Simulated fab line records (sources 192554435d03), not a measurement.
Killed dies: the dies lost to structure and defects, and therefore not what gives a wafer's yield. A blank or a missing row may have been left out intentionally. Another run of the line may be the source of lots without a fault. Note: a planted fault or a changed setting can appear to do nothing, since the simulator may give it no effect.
fab line records	flow n5-finfet
[record] lots = 10	wafers = 30	last-day = 17
route steps=1938 shown BEOL_M0@737 BEOL_M1@753 BEOL_M4@1111
lots that met no fault: taken from a fault-free run of the same line
start-h: start of the lot's first displayed wafer, in hours after the record's first day	wait-h: hours from the lot's prior step to this one	" the same as in the row above	L1.1+2: a row that stands for several wafers	- no value, or no start given	* or withheld: withheld	< > ~ a bound
route shown NAME@n: NAME is a module with steps in the file, n the number in the route of the first one	usual: mean/standard deviation of fault-free wafers	same: alike in all rows	chamber/n: place in a boat	sites: readings site by site	_std_site: standard deviation across them	_edge_site: outer sites' mean less inner sites'	radius-mm: how far each site lies from the wafer's centre	mask NAME#n: copy n	behind: the last tool/chamber to shape the wafer	hold: why the lot was held/for how many hours/how that ended	device: which transistor (n, p or np) failed to switch	end of line: at the end of the route, the tests of the same wafers	a step with no rows: only its recipe	killed: dies lost to structure and defects at the first sort, not the wafer's yield	map: a wafer's dies, marking killed ones x, the rest . and places with no die _
set.NAME: the setting as run; set.NAME@STEP: as run at that earlier step	model.NAME: the simulator's own value behind a step, which no gauge read
the route's steps for a sample of lots (tables are steps, rows are wafers)
services: the hour from which a tool's chamber was out of use, counted from the record's first day as start-h (under 0 if before that day), plus the number of hours and why
[[steps]]
[step N5_BEOL_M0_ANNEAL_133]
[recipe] temp-c = 400	time-s = 60	ambient = vacuum
[usual] heater-power-w = 910/140
lot.wafer	tool	chamber	start-h	wait-h	heater-power-w
L493.1	pvd-sputter-02	-	119.57	0.0	764
L493.3	"	-	"	"	911
L493.6	"	-	"	"	1166
L498.2	pvd-sputter-02	-	154.61	0.0	761
L498.4	"	-	"	"	1139
L498.6	"	-	"	"	783
L497.1	pvd-sputter-02	-	155.13	0.0	924
L497.2	"	-	"	"	1152
L497.5	"	-	"	"	921
L499.1	pvd-sputter-02	-	155.87	0.0	899
L499.4	"	-	"	"	926
L499.5	"	-	"	"	786
L500.3	pvd-sputter-01	-	162.95	0.0	905
L500.5	"	-	"	"	1021
L500.6	"	-	"	"	892
L503.1	pvd-sputter-03	-	175.75	0.0	695
L503.2	"	-	"	"	973
L503.3	"	-	"	"	783
L511.1	pvd-sputter-02	-	227.99	0.0	758
L511.2	"	-	"	"	1124
L511.4	"	-	"	"	928
L513.3	pvd-sputter-01	-	240.77	0.0	1086
L513.4	"	-	"	"	1022
L513.5	"	-	"	"	889
L514.1	pvd-sputter-02	-	242.87	0.0	875
L514.2	"	-	"	"	916
L514.6	"	-	"	"	943
L515.1	pvd-sputter-03	-	247.92	0.0	681
L515.2	"	-	"	"	792
L515.5	"	-	"	"	956
[step N5_BEOL_M0_PRE_CLEAN_131]
[recipe] gas = NH3/H2	time-s = 15	temp-c = *	rf-power-w = 300
[usual] heater-power-w = 82/7.5	rf-fwd-power-W = 296.8/1.3
lot.wafer	tool	chamber	start-h	wait-h	heater-power-w	rf-fwd-power-W
L493.1	cvd-co-01	0	120.93	0.0	91	296.3
L493.3	"	2	"	"	69	297.8
L493.6	"	2	"	"	69	298.7
L498.2	cvd-co-01	1	156.44	0.0	74	299.5
L498.4	"	1	"	"	76	298.5
L498.6	"	1	"	"	75	298.5
L497.1	cvd-co-01	1	156.66	0.0	75	296.2
L497.2	"	0	"	"	92	296.2
L497.5	"	0	"	"	91	295.5
L499.1	cvd-co-02	1	157.12	0.0	75	298.3
L499.4	"	0	"	"	84	296.7
L499.5	"	1	"	"	76	298.8
L500.3	cvd-co-02	1	164.12	0.1	74	298.0
L500.5	"	1	"	"	74	297.8
L500.6	"	0	"	"	84	296.3
L503.1	cvd-co-02	2	176.74	0.0	87	295.1
L503.2	"	1	"	"	73	296.8
L503.3	"	0	"	"	85	297.6
L511.1	cvd-co-02	1	228.97	0.0	77	297.8
L511.2	"	2	"	"	89	296.2
L511.4	"	0	"	"	84	297.2
L513.3	cvd-co-01	1	241.76	0.0	77	296.6
L513.4	"	1	"	"	75	296.6
L513.5	"	2	"	"	70	296.8
L514.1	cvd-co-02	1	243.85	0.0	74	297.6
L514.2	"	0	"	"	86	297.4
L514.6	"	2	"	"	92	295.0
L515.1	cvd-co-01	2	248.90	0.0	71	298.2
L515.2	"	1	"	"	77	297.4
L515.5	"	0	"	"	91	296.0
[step N5_BEOL_M0_CO_CAP_123]
[recipe] material = Co	target-thk-a = 20	temp-c = 200	precursor = CCTBA/H2	pressure-torr = 30	time-s = 102.1
[usual] heater-power-w = 233/9.7
lot.wafer	tool	chamber	start-h	wait-h	heater-power-w
L493.1	cvd-co-01	0	120.97	0.0	239
L493.3	"	2	"	"	218
L493.6	"	2	"	"	222
L498.2	cvd-co-01	1	156.50	0.0	224
L498.4	"	1	"	"	226
L498.6	"	1	"	"	226
L497.1	cvd-co-01	1	156.72	0.0	224
L497.2	"	0	"	"	245
L497.5	"	0	"	"	245
L499.1	cvd-co-02	1	157.16	0.0	226
L499.4	"	0	"	"	237
L499.5	"	1	"	"	233
L500.3	cvd-co-02	1	164.16	0.0	220
L500.5	"	1	"	"	224
L500.6	"	0	"	"	235
L503.1	cvd-co-02	2	176.78	0.0	245
L503.2	"	1	"	"	222
L503.3	"	0	"	"	239
L511.1	cvd-co-02	1	229.01	0.0	226
L511.2	"	2	"	"	239
L511.4	"	0	"	"	234
L513.3	cvd-co-01	1	241.80	0.0	227
L513.4	"	1	"	"	221
L513.5	"	2	"	"	217
L514.1	cvd-co-02	1	243.89	0.0	224
L514.2	"	0	"	"	237
L514.6	"	2	"	"	245
L515.1	cvd-co-01	2	248.94	0.0	219
L515.2	"	1	"	"	224
L515.5	"	0	"	"	242
[step N5_BEOL_M1_PECVD_72]
[recipe] material = SiO2	target-thk-a = 160	temp-c = 400	precursor = TEOS/O2	pressure-torr = 5.5	rf-w = 450	teos-flow-sccm = 53.8	gas = O2	flow-sccm = 3000	time-s = 18
[usual] heater-power-w = 714/68	rf-fwd-power-W = 443.6/2.1	showerhead-plenum-p-Torr = 8.80/0.052	showerhead-vpp-V = 1314/58	susceptor-temp-C = 400.00/0.22	throttle-valve-pct = 22.5/1.3
lot.wafer	tool	chamber	start-h	wait-h	heater-power-w	rf-fwd-power-W	showerhead-plenum-p-Torr	showerhead-vpp-V	susceptor-temp-C	throttle-valve-pct
L493.1	pecvd-02	0	121.32	0.0	726	444.3	8.78	1377	400.61	24.2
L493.3	"	2	"	"	705	443.6	8.82	1272	399.92	21.5
L493.6	"	0	"	"	726	443.7	8.79	1380	400.06	23.6
L498.2	pecvd-02	1	156.90	0.0	755	447.0	8.78	1307	399.83	22.6
L498.4	"	0	"	"	769	442.3	8.80	1377	400.28	24.1
L498.6	"	2	"	"	717	441.8	8.81	1283	400.18	21.7
L497.1	pecvd-02	1	157.12	0.0	769	446.2	8.79	1268	400.03	22.5
L497.2	"	0	"	"	815	440.9	8.78	1372	399.72	24.1
L497.5	"	0	"	"	804	440.7	8.78	1378	400.05	24.1
L499.1	pecvd-02	0	157.51	0.0	698	443.6	8.78	1381	395.01	23.9
L499.4	"	2	"	"	661	444.5	8.81	1286	394.18	21.9
L499.5	"	1	"	"	671	444.7	8.76	1276	395.17	22.7
L500.3	pecvd-02	1	164.51	0.0	729	445.2	8.81	1293	394.89	22.8
L500.5	"	0	"	"	684	441.5	8.79	1416	394.88	24.2
L500.6	"	2	"	"	611	440.2	8.82	1290	395.14	21.8
L503.1	pecvd-02	0	177.13	0.0	808	440.6	8.80	1350	394.93	24.4
L503.2	"	2	"	"	627	443.7	8.81	1298	395.20	21.5
L503.3	"	1	"	"	741	443.1	8.79	1312	394.71	22.8
L511.1	pecvd-04	0	229.36	0.0	669	444.2	8.72	1201	399.81	21.9
L511.2	"	1	"	"	807	443.6	8.76	1251	399.73	24.4
L511.4	"	0	"	"	674	445.6	8.71	1204	399.96	22.0
L513.3	pecvd-04	1	242.16	0.0	780	443.9	8.79	1262	399.71	24.4
L513.4	"	1	"	"	780	442.7	8.77	1263	399.63	24.5
L513.5	"	0	"	"	613	443.1	8.73	1206	399.60	22.3
L514.1	pecvd-03	1	244.24	0.0	678	444.7	8.90	1407	400.07	23.3
L514.2	"	2	"	"	633	447.4	8.76	1330	399.80	21.3
L514.6	"	2	"	"	636	448.5	8.76	1341	399.94	20.9
L515.1	pecvd-04	1	249.46	0.0	809	444.3	8.78	1245	400.35	24.4
L515.2	"	2	"	"	764	440.9	8.88	1318	400.23	19.7
L515.5	"	0	"	"	669	441.6	8.71	1217	400.03	22.2
[step N5_BEOL_M4_RC_MEAS_101]
[usual] DIBL_N = 35.8/1.8	DIBL_P = 35.6/2	IOFF_N = 0.148/0.028	IOFF_P = 0.20/0.034	ION_N = 672/12	ION_P = 462/8.5	SS_N = 71.2/0.65	SS_P = 73.1/0.67	VT_N = 251/3.3	VT_P = -251/3.8
lot.wafer	tool	chamber	start-h	wait-h	DIBL_N[mV/V]	DIBL_P[mV/V]	IOFF_N[nA/um]	IOFF_P[nA/um]	ION_N[uA/um]	ION_P[uA/um]	SS_N[mV/dec]	SS_P[mV/dec]	VT_N[mV]	VT_P[mV]
L493.1	prober-02	0	159.17	0.0	34.6	35.2	0.150	0.16	674	449	71.1	72.6	252	-258
L493.3	"	0	"	"	32.9	34.3	0.119	0.15	660	454	70.7	72.5	253	-257
L493.6	"	0	"	"	34.0	36.4	0.145	0.17	677	459	71.5	73.4	251	-255
L498.2	prober-01	0	196.57	0.2	37.6	36.9	0.169	0.20	693	465	71.9	73.8	245	-252
L498.4	"	0	"	"	37.9	37.5	0.162	0.22	684	461	71.7	74.0	247	-249
L498.6	"	0	"	"	36.8	35.5	0.147	0.18	675	462	71.4	72.9	251	-254
L497.1	prober-01	0	199.23	0.0	36.3	37.7	0.161	0.19	686	464	71.5	72.9	250	-256
L497.2	"	0	"	"	35.4	38.2	0.152	0.20	674	463	71.5	72.6	252	-254
L497.5	"	0	"	"	36.7	37.9	0.165	0.19	671	461	71.0	73.1	250	-256
L500.3	prober-01	0	202.41	0.3	38.1	36.8	0.191	0.26	692	481	71.9	72.9	247	-244
L500.5	"	0	"	"	37.8	36.6	0.178	0.26	686	475	71.9	73.2	247	-242
L500.6	"	0	"	"	37.9	36.3	0.174	0.23	685	468	71.4	73.2	248	-246
L499.1	prober-02	0	203.75	0.0	33.2	32.1	0.111	0.16	667	459	70.4	72.0	254	-256
L499.4	"	0	"	"	34.2	33.6	0.129	0.19	674	467	70.5	72.8	250	-250
L499.5	"	0	"	"	34.0	32.3	0.116	0.16	655	453	70.5	72.6	254	-253
L503.1	prober-01	0	221.50	0.0	38.0	37.4	0.178	0.21	676	456	71.5	73.8	252	-254
L503.2	"	0	"	"	34.9	34.3	0.117	0.17	656	454	71.0	73.0	255	-252
L503.3	"	0	"	"	33.6	32.3	0.105	0.14	661	450	69.8	72.1	255	-256
L511.1	prober-01	0	267.31	0.0	38.5	39.8	0.191	0.25	679	463	72.1	73.7	248	-248
L511.2	"	0	"	"	35.8	34.5	0.137	0.17	663	454	71.6	73.0	252	-252
L511.4	"	0	"	"	35.6	36.1	0.146	0.18	683	466	71.5	73.1	251	-255
L513.3	prober-02	0	283.24	0.3	36.4	33.2	0.145	0.16	671	454	71.8	73.0	253	-257
L513.4	"	0	"	"	39.3	36.0	0.208	0.19	659	443	72.7	73.9	249	-253
L513.5	"	0	"	"	37.4	35.8	0.170	0.20	685	459	71.3	73.8	249	-250
L514.1	prober-01	0	290.31	0.0	38.6	41.2	0.200	0.27	678	464	72.5	74.2	245	-247
L514.2	"	0	"	"	37.8	39.5	0.181	0.24	684	462	71.2	73.9	247	-249
L514.6	"	0	"	"	38.0	39.9	0.183	0.25	682	472	72.0	74.1	250	-247
L515.1	prober-02	0	306.87	0.0	35.8	35.0	0.147	0.19	677	463	71.3	72.4	250	-248
L515.2	"	0	"	"	38.4	37.4	0.197	0.24	691	478	71.6	72.5	246	-247
L515.5	"	0	"	"	35.3	33.1	0.138	0.18	682	464	71.0	71.9	254	-250
[[services]]
tool	chamber	start-h	hours	kind
pecvd-03	1	105.60	2.1	scheduled-down
cvd-co-02	-	114.65	2.8	pm
pecvd-04	-	127.86	5.5	pm
pecvd-04	2	142.72	2.1	scheduled-down
cvd-co-01	2	143.50	16.4	repair
pecvd-04	2	147.09	5.5	scheduled-down
pecvd-04	-	164.08	1.0	repair
cvd-co-01	-	164.81	14.6	pm
pecvd-03	2	172.20	2.1	scheduled-down
pecvd-04	0	174.70	5.5	scheduled-down
pecvd-02	1	207.07	5.5	scheduled-down
cvd-co-01	-	212.47	5.0	repair
pecvd-02	2	213.03	5.5	scheduled-down
[[key]]
[first-sign] step = N5_BEOL_M1_PECVD_72	reading = susceptor-temp-C	direction = down	sigmas = 23	usual = *	struck = *
effect none on later readings
met-at N5_BEOL_M1_PECVD_72
struck-lots L499,L500,L503
not-acting-at N5_BEOL_M0_ANNEAL_133,N5_BEOL_M0_PRE_CLEAN_131,N5_BEOL_M0_CO_CAP_123
onset-between 157.12 157.51
[fault] kind = process-parameter-drift	tool = pecvd-02	chamber = -	onset-h = 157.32	steps = N5_BEOL_M1_PECVD_72	channel = temp-c	offset = *	shape = step	end-h = 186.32	acts-in = *	stated = *
